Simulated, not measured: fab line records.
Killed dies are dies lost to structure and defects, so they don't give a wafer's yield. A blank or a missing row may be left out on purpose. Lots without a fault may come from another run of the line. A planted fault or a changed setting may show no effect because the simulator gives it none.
Matching of chambers + flow n5-finfet + N5_BEOL_M6_DESCUM_16 on rie-diel-05: 4 sister chambers
The step chemistry O2, time 7.9 s. 4 wafers are shown with their chamber, then 10 later ones without.

== EACH WAFER AND ITS CHAMBER ==
| wafer  | chamber | showerhead-plenum-p-Torr (Torr) |
|--------|---------|---------------------------------|
| L086.6 | 0       | 1.98                            |
| L090.1 | 3       | 2.22                            |
| L091.2 | 1       | 1.97                            |
| L091.3 | 2       | 2.23                            |

== WAFERS WITHOUT THEIR CHAMBER ==
| wafer  | showerhead-plenum-p-Torr (Torr) |
|--------|---------------------------------|
| L091.6 | 2.24                            |
| L092.1 | 2.24                            |
| L092.3 | 2.22                            |
| L092.4 | 2.22                            |
| L094.1 | 2.22                            |
| L094.2 | 2.24                            |
| L094.6 | 2.22                            |
| L097.1 | 2.21                            |
| L097.4 | 2.23                            |
| L097.6 | 2.23                            |

== CHAMBER TAKEN BY EACH ==
| wafer  | from the rows above     | in truth |
|--------|-------------------------|----------|
| L091.6 | can't be placed: 2 or 3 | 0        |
| L092.1 | can't be placed: 2 or 3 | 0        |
| L092.3 | can't be placed: 3 or 2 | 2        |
| L092.4 | can't be placed: 3 or 2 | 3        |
| L094.1 | can't be placed: 3 or 2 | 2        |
| L094.2 | can't be placed: 2 or 3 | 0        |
| L094.6 | can't be placed: 3 or 2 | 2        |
| L097.1 | can't be placed: 3 or 2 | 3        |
| L097.4 | can't be placed: 2 or 3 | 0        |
| L097.6 | can't be placed: 2 or 3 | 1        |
Correct placement for 0 of the 10. Not placeable from these rows: 10 (in 5, the candidates include the true chamber). Placed wrongly: 0.
How it was worked out, from the rows above alone: a wafer's distance from a chamber is the root of the sum, over the readings, of the square of ((its reading less the chamber's mean) divided by the reading's scatter). If the next closest chamber is less than 2 further off than the closest, the wafer can't be placed; otherwise it belongs to the closest. Each chamber's mean is taken over the wafers shown for it. The scatter: with one shown wafer a chamber, the root of the mean of the squares of how far each hidden wafer lies from its nearest shown one.
